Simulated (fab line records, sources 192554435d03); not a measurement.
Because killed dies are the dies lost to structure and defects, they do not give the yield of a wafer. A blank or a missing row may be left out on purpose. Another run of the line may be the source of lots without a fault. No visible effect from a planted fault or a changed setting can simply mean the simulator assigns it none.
What tool caused it? / flow n5-finfet / 28 wafers from 10 lots sampled at 5 of the route's 1938 steps

== WHAT EACH GAUGE READ, for each wafer ==
N5_SDB_OVL_MEAS_12. Usual: SDB_OVL typically reads -0.4 nm, with standard deviation 0.76.
lot=L296; measured=day 3 17:26; on=overlay-02; SDB_OVL (nm)=-0.5 -0.1 -1.5; flag=
lot=L297; measured=day 4 00:02; on=overlay-01; SDB_OVL (nm)=0.4 -1.1 0.0; flag=
lot=L298; measured=day 4 04:22; on=overlay-01; SDB_OVL (nm)=-1.6 -1.0 -0.5; flag=
lot=L300; measured=day 4 17:46; on=overlay-01; SDB_OVL (nm)=0.2 -0.6 -1.3; flag=
lot=L303; measured=day 5 14:08; on=overlay-02; SDB_OVL (nm)=-0.3 0.1 -1.3; flag=
lot=L305; measured=day 5 23:27; on=overlay-01; SDB_OVL (nm)=-1.3 -1.2 0.4; flag=
lot=L314; measured=day 8 03:05; on=overlay-01; SDB_OVL (nm)=-0.8 0.7; flag=
lot=L316; measured=day 8 23:55; on=overlay-02; SDB_OVL (nm)=0.2 0.7 0.4; flag=
lot=L318; measured=day 9 07:47; on=overlay-01; SDB_OVL (nm)=-0.6 -0.1 -1.3; flag=
lot=L319; measured=day 9 14:50; on=overlay-02; SDB_OVL (nm)=-0.7 -0.8; flag=

N5_BEOL_M4_RC_MEAS_101. Usual: DIBL_N 35.8 mV/V, standard deviation 1.5; DIBL_P 35.9 mV/V, standard deviation 1.8; IOFF_N 0.152 nA/um, standard deviation 0.025; IOFF_P 0.21 nA/um, standard deviation 0.031; ION_N 672 uA/um, standard deviation 11; ION_P 462 uA/um, standard deviation 7.4; SS_N 71.5 mV/dec, standard deviation 0.52; SS_P 73.2 mV/dec, standard deviation 0.54; VT_N 250 mV, standard deviation 3; VT_P -250 mV, standard deviation 3.3.
lot=L296; measured=day 8 04:01; on=prober-02; DIBL_N (mV/V)=37.7 35.8 35.6; DIBL_P (mV/V)=37.6 35.2 36.1; IOFF_N (nA/um)=0.168 0.146 0.145; IOFF_P (nA/um)=0.25 0.20 0.22; ION_N (uA/um)=681 669 672; ION_P (uA/um)=470 463 472; SS_N (mV/dec)=71.9 71.5 71.4; SS_P (mV/dec)=73.4 73.2 72.5; VT_N (mV)=250 250 251; VT_P (mV)=-247 -248 -248; flag=
lot=L297; measured=day 7 22:11; on=prober-01; DIBL_N (mV/V)=35.7 38.0 37.1; DIBL_P (mV/V)=36.5 38.4 37.1; IOFF_N (nA/um)=0.146 0.192 0.176; IOFF_P (nA/um)=0.19 0.21 0.20; ION_N (uA/um)=670 672 682; ION_P (uA/um)=454 457 455; SS_N (mV/dec)=72.9 73.0 72.7; SS_P (mV/dec)=72.9 73.7 73.0; VT_N (mV)=251 250 251; VT_P (mV)=-253 -249 -249; flag=
lot=L298; measured=day 8 10:56; on=prober-02; DIBL_N (mV/V)=37.5 38.5 35.5; DIBL_P (mV/V)=36.4 38.3 34.8; IOFF_N (nA/um)=0.161 0.195 0.131; IOFF_P (nA/um)=0.23 0.27 0.20; ION_N (uA/um)=675 690 665; ION_P (uA/um)=467 474 465; SS_N (mV/dec)=71.4 72.0 71.7; SS_P (mV/dec)=73.3 73.9 73.3; VT_N (mV)=249 244 251; VT_P (mV)=-247 -245 -248; flag=
lot=L300; measured=day 9 07:46; on=prober-01; DIBL_N (mV/V)=33.9 34.9 34.1; DIBL_P (mV/V)=34.8 35.9 35.4; IOFF_N (nA/um)=0.122 0.143 0.125; IOFF_P (nA/um)=0.16 0.17 0.16; ION_N (uA/um)=670 674 665; ION_P (uA/um)=457 452 459; SS_N (mV/dec)=70.9 70.7 71.5; SS_P (mV/dec)=72.9 73.0 72.6; VT_N (mV)=250 251 251; VT_P (mV)=-254 -252 -256; flag=
lot=L303; measured=day 9 17:10; on=prober-02; DIBL_N (mV/V)=37.0 37.5 35.0; DIBL_P (mV/V)=36.6 37.7 33.7; IOFF_N (nA/um)=0.143 0.146 0.112; IOFF_P (nA/um)=0.19 0.19 0.14; ION_N (uA/um)=670 665 661; ION_P (uA/um)=459 453 450; SS_N (mV/dec)=71.6 71.9 71.4; SS_P (mV/dec)=73.8 74.1 72.9; VT_N (mV)=252 254 256; VT_P (mV)=-255 -255 -259; flag=
lot=L305; measured=day 10 14:59; on=prober-01; DIBL_N (mV/V)=35.9 36.2 35.8; DIBL_P (mV/V)=35.9 36.9 36.0; IOFF_N (nA/um)=0.158 0.169 0.161; IOFF_P (nA/um)=0.21 0.23 0.21; ION_N (uA/um)=673 684 685; ION_P (uA/um)=464 469 466; SS_N (mV/dec)=71.3 71.0 70.9; SS_P (mV/dec)=72.6 73.7 73.8; VT_N (mV)=248 248 248; VT_P (mV)=-245 -248 -251; flag=
lot=L314; measured=day 12 07:35; on=prober-02; DIBL_N (mV/V)=35.1 34.1; DIBL_P (mV/V)=37.7 36.0; IOFF_N (nA/um)=0.185 0.154; IOFF_P (nA/um)=0.25 0.21; ION_N (uA/um)=683 675; ION_P (uA/um)=467 460; SS_N (mV/dec)=71.7 71.2; SS_P (mV/dec)=73.6 72.7; VT_N (mV)=247 250; VT_P (mV)=-248 -248; flag=
lot=L316; measured=day 13 01:29; on=prober-01; DIBL_N (mV/V)=34.0 33.5 34.8; DIBL_P (mV/V)=34.4 34.2 36.0; IOFF_N (nA/um)=0.141 0.127 0.159; IOFF_P (nA/um)=0.21 0.20 0.24; ION_N (uA/um)=664 648 689; ION_P (uA/um)=463 457 473; SS_N (mV/dec)=72.0 70.8 71.4; SS_P (mV/dec)=73.1 72.4 73.4; VT_N (mV)=252 253 249; VT_P (mV)=-247 -247 -246; flag=
lot=L318; measured=day 13 15:20; on=prober-01; DIBL_N (mV/V)=36.0 35.9 35.4; DIBL_P (mV/V)=35.4 35.9 35.1; IOFF_N (nA/um)=0.146 0.154 0.144; IOFF_P (nA/um)=0.22 0.23 0.21; ION_N (uA/um)=676 678 693; ION_P (uA/um)=467 466 468; SS_N (mV/dec)=71.5 71.8 71.3; SS_P (mV/dec)=73.1 73.0 72.4; VT_N (mV)=251 246 251; VT_P (mV)=-249 -248 -248; flag=
lot=L319; measured=day 14 09:00; on=prober-02; DIBL_N (mV/V)=35.6 35.0; DIBL_P (mV/V)=35.7 34.9; IOFF_N (nA/um)=0.151 0.137; IOFF_P (nA/um)=0.21 0.19; ION_N (uA/um)=666 675; ION_P (uA/um)=465 472; SS_N (mV/dec)=71.9 71.3; SS_P (mV/dec)=73.4 72.8; VT_N (mV)=251 256; VT_P (mV)=-251 -253; flag=

== WHICH TOOL RAN EACH LOT (tool, then ch and the chambers of the sampled wafers, then the start) ==
lot=L296; N5_SD_EPI_P_DESCUM_14=rie-diel-01 ch 0,1,2, day 3 06:03; N5_ILD0_PRECLEAN_10=remote-plasma-02 ch 1, day 3 13:50; N5_SDB_DESCUM_16=rie-diel-04 ch 0,1,3, day 3 17:30
lot=L297; N5_SD_EPI_P_DESCUM_14=rie-diel-05 ch 0,1,3, day 3 12:22; N5_ILD0_PRECLEAN_10=remote-plasma-02 ch 0, day 3 19:55; N5_SDB_DESCUM_16=rie-diel-04 ch 0,1, day 4 00:06
lot=L298; N5_SD_EPI_P_DESCUM_14=rie-diel-05 ch 1,2,3, day 3 16:35; N5_ILD0_PRECLEAN_10=remote-plasma-02 ch 1, day 4 00:46; N5_SDB_DESCUM_16=rie-diel-03 ch 1,3, day 4 04:26
lot=L300; N5_SD_EPI_P_DESCUM_14=rie-diel-06 ch 0,1, day 4 05:47; N5_ILD0_PRECLEAN_10=remote-plasma-01 ch 0, day 4 13:54; N5_SDB_DESCUM_16=rie-diel-04 ch 0,2,3, day 4 17:49
lot=L303; N5_SD_EPI_P_DESCUM_14=rie-diel-05 ch 0,2,3, day 5 02:53; N5_ILD0_PRECLEAN_10=remote-plasma-01 ch 0, day 5 10:43; N5_SDB_DESCUM_16=rie-diel-03 ch 1,2,3, day 5 14:12
lot=L305; N5_SD_EPI_P_DESCUM_14=rie-diel-05 ch 0,1,2, day 5 11:38; N5_ILD0_PRECLEAN_10=remote-plasma-02 ch 0, day 5 19:31; N5_SDB_DESCUM_16=rie-diel-02 ch 0,2,3, day 5 23:31
lot=L314; N5_SD_EPI_P_DESCUM_14=rie-diel-05 ch 0,3, day 7 15:54; N5_ILD0_PRECLEAN_10=remote-plasma-02 ch 0, day 7 23:35; N5_SDB_DESCUM_16=rie-diel-04 ch 1, day 8 03:14
lot=L316; N5_SD_EPI_P_DESCUM_14=rie-diel-05 ch 0,2, day 8 08:37; N5_ILD0_PRECLEAN_10=remote-plasma-02 ch 1, day 8 17:29; N5_SDB_DESCUM_16=rie-diel-02 ch 2,3, day 9 00:08
lot=L318; N5_SD_EPI_P_DESCUM_14=rie-diel-01 ch 2,3, day 8 20:17; N5_ILD0_PRECLEAN_10=remote-plasma-01 ch 1, day 9 04:11; N5_SDB_DESCUM_16=rie-diel-04 ch 2,3, day 9 07:50
lot=L319; N5_SD_EPI_P_DESCUM_14=rie-diel-05 ch 0,1, day 9 03:07; N5_ILD0_PRECLEAN_10=remote-plasma-01 ch 1, day 9 11:07; N5_SDB_DESCUM_16=rie-diel-03 ch 0,2, day 9 14:53
- N5_SD_EPI_P_DESCUM_14: chemistry O2, time 7.9 s.
- N5_ILD0_PRECLEAN_10: cleans in NF3:NH3, afs cycles 5, time 20 s, sublimation time 60 s.
- N5_SDB_DESCUM_16: chemistry O2, time 7.9 s.

== WHAT THE TOOLS THEMSELVES READ (means of the sampled wafers that have a number; where no wafer has one, the mark that the record gives instead) ==
N5_SD_EPI_P_DESCUM_14. Usual: drypump-motor-current-A 5.60 A, standard deviation 0.28; oes-product-au 0.78 a.u., standard deviation 0.07; rf-fwd-power-W 49.34 W, standard deviation 0.23; rf-vpp-V 243.7 V, standard deviation 1.1; showerhead-plenum-p-Torr 2.13 Torr, standard deviation 0.041; throttle-valve-pct 20.38 %, standard deviation 0.22.
lot=L296; tool=rie-diel-01; drypump-motor-current-A (A)=5.77; oes-product-au (a.u.)=0.70; rf-fwd-power-W (W)=49.27; rf-vpp-V (V)=243.8; showerhead-plenum-p-Torr (Torr)=2.15; throttle-valve-pct (%)=20.71; flag=
lot=L297; tool=rie-diel-05; drypump-motor-current-A (A)=5.63; oes-product-au (a.u.)=0.79; rf-fwd-power-W (W)=49.18; rf-vpp-V (V)=243.4; showerhead-plenum-p-Torr (Torr)=2.13; throttle-valve-pct (%)=20.36; flag=
lot=L298; tool=rie-diel-05; drypump-motor-current-A (A)=5.46; oes-product-au (a.u.)=0.83; rf-fwd-power-W (W)=49.44; rf-vpp-V (V)=244.0; showerhead-plenum-p-Torr (Torr)=2.11; throttle-valve-pct (%)=20.36; flag=
lot=L300; tool=rie-diel-06; drypump-motor-current-A (A)=5.44; oes-product-au (a.u.)=0.71; rf-fwd-power-W (W)=49.27; rf-vpp-V (V)=243.5; showerhead-plenum-p-Torr (Torr)=2.15; throttle-valve-pct (%)=20.39; flag=
lot=L303; tool=rie-diel-05; drypump-motor-current-A (A)=5.71; oes-product-au (a.u.)=0.79; rf-fwd-power-W (W)=49.33; rf-vpp-V (V)=244.1; showerhead-plenum-p-Torr (Torr)=2.13; throttle-valve-pct (%)=20.39; flag=
lot=L305; tool=rie-diel-05; drypump-motor-current-A (A)=5.60; oes-product-au (a.u.)=0.82; rf-fwd-power-W (W)=49.39; rf-vpp-V (V)=244.2; showerhead-plenum-p-Torr (Torr)=2.14; throttle-valve-pct (%)=20.24; flag=
lot=L314; tool=rie-diel-05; drypump-motor-current-A (A)=5.79; oes-product-au (a.u.)=0.73; rf-fwd-power-W (W)=49.12; rf-vpp-V (V)=243.7; showerhead-plenum-p-Torr (Torr)=2.12; throttle-valve-pct (%)=20.48; flag=
lot=L316; tool=rie-diel-05; drypump-motor-current-A (A)=5.70; oes-product-au (a.u.)=0.82; rf-fwd-power-W (W)=49.45; rf-vpp-V (V)=243.4; showerhead-plenum-p-Torr (Torr)=2.14; throttle-valve-pct (%)=20.29; flag=
lot=L318; tool=rie-diel-01; drypump-motor-current-A (A)=5.43; oes-product-au (a.u.)=0.70; rf-fwd-power-W (W)=49.52; rf-vpp-V (V)=243.1; showerhead-plenum-p-Torr (Torr)=2.10; throttle-valve-pct (%)=20.29; flag=
lot=L319; tool=rie-diel-05; drypump-motor-current-A (A)=5.65; oes-product-au (a.u.)=0.78; rf-fwd-power-W (W)=49.22; rf-vpp-V (V)=244.1; showerhead-plenum-p-Torr (Torr)=2.15; throttle-valve-pct (%)=20.27; flag=

N5_SDB_DESCUM_16. Usual: drypump-motor-current-A 5.6 A, standard deviation 0.51; oes-product-au 0.78 a.u., standard deviation 0.096; rf-fwd-power-W 49.42 W, standard deviation 0.21; rf-vpp-V 243.0 V, standard deviation 1.4; showerhead-plenum-p-Torr 2.08 Torr, standard deviation 0.064; throttle-valve-pct 20.44 %, standard deviation 0.23.
lot=L296; tool=rie-diel-04; drypump-motor-current-A (A)=5.7; oes-product-au (a.u.)=0.73; rf-fwd-power-W (W)=49.40; rf-vpp-V (V)=243.5; showerhead-plenum-p-Torr (Torr)=2.10; throttle-valve-pct (%)=20.57; flag=
lot=L297; tool=rie-diel-04; drypump-motor-current-A (A)=5.3; oes-product-au (a.u.)=0.73; rf-fwd-power-W (W)=49.20; rf-vpp-V (V)=242.8; showerhead-plenum-p-Torr (Torr)=2.09; throttle-valve-pct (%)=20.57; flag=
lot=L298; tool=rie-diel-03; drypump-motor-current-A (A)=5.2; oes-product-au (a.u.)=0.81; rf-fwd-power-W (W)=49.58; rf-vpp-V (V)=244.3; showerhead-plenum-p-Torr (Torr)=2.14; throttle-valve-pct (%)=20.22; flag=
lot=L300; tool=rie-diel-04; drypump-motor-current-A (A)=5.4; oes-product-au (a.u.)=0.71; rf-fwd-power-W (W)=49.37; rf-vpp-V (V)=242.2; showerhead-plenum-p-Torr (Torr)=2.07; throttle-valve-pct (%)=20.51; flag=
lot=L303; tool=rie-diel-03; drypump-motor-current-A (A)=5.5; oes-product-au (a.u.)=0.79; rf-fwd-power-W (W)=49.39; rf-vpp-V (V)=242.8; showerhead-plenum-p-Torr (Torr)=2.11; throttle-valve-pct (%)=20.31; flag=
lot=L305; tool=rie-diel-02; drypump-motor-current-A (A)=5.2; oes-product-au (a.u.)=0.87; rf-fwd-power-W (W)=49.59; rf-vpp-V (V)=243.3; showerhead-plenum-p-Torr (Torr)=2.09; throttle-valve-pct (%)=20.46; flag=
lot=L314; tool=rie-diel-04; drypump-motor-current-A (A)=6.0; oes-product-au (a.u.)=0.73; rf-fwd-power-W (W)=49.35; rf-vpp-V (V)=245.2; showerhead-plenum-p-Torr (Torr)=2.17; throttle-valve-pct (%)=20.82; flag=
lot=L316; tool=rie-diel-02; drypump-motor-current-A (A)=5.2; oes-product-au (a.u.)=0.86; rf-fwd-power-W (W)=49.54; rf-vpp-V (V)=242.4; showerhead-plenum-p-Torr (Torr)=2.10; throttle-valve-pct (%)=20.31; flag=
lot=L318; tool=rie-diel-04; drypump-motor-current-A (A)=5.5; oes-product-au (a.u.)=0.92; rf-fwd-power-W (W)=49.69; rf-vpp-V (V)=242.5; showerhead-plenum-p-Torr (Torr)=2.06; throttle-valve-pct (%)=20.24; flag=
lot=L319; tool=rie-diel-03; drypump-motor-current-A (A)=5.9; oes-product-au (a.u.)=0.79; rf-fwd-power-W (W)=49.38; rf-vpp-V (V)=243.1; showerhead-plenum-p-Torr (Torr)=2.07; throttle-valve-pct (%)=20.62; flag=

== THE ANSWER, worked out from the rows above alone ==
Rule: a lot counts as off when the mean over its wafers that have a number is more than 3 standard deviations away from the usual mean. Also off: a lot with no number at a reading for which 4 or more lots have one. Where the step has rows for the other lots, those lots are counted as sound. After the gauges, taken in route order, come the tools' own readings; for these a lot's mean is taken, as printed above. The first step at which some lot is off is used, and at that step the reading that is off furthest; a lot without a number counts as furthest.
None of the lots is off at any reading shown; this tells nothing.

== WHAT WAS PUT IN BY THE SIMULATOR ==
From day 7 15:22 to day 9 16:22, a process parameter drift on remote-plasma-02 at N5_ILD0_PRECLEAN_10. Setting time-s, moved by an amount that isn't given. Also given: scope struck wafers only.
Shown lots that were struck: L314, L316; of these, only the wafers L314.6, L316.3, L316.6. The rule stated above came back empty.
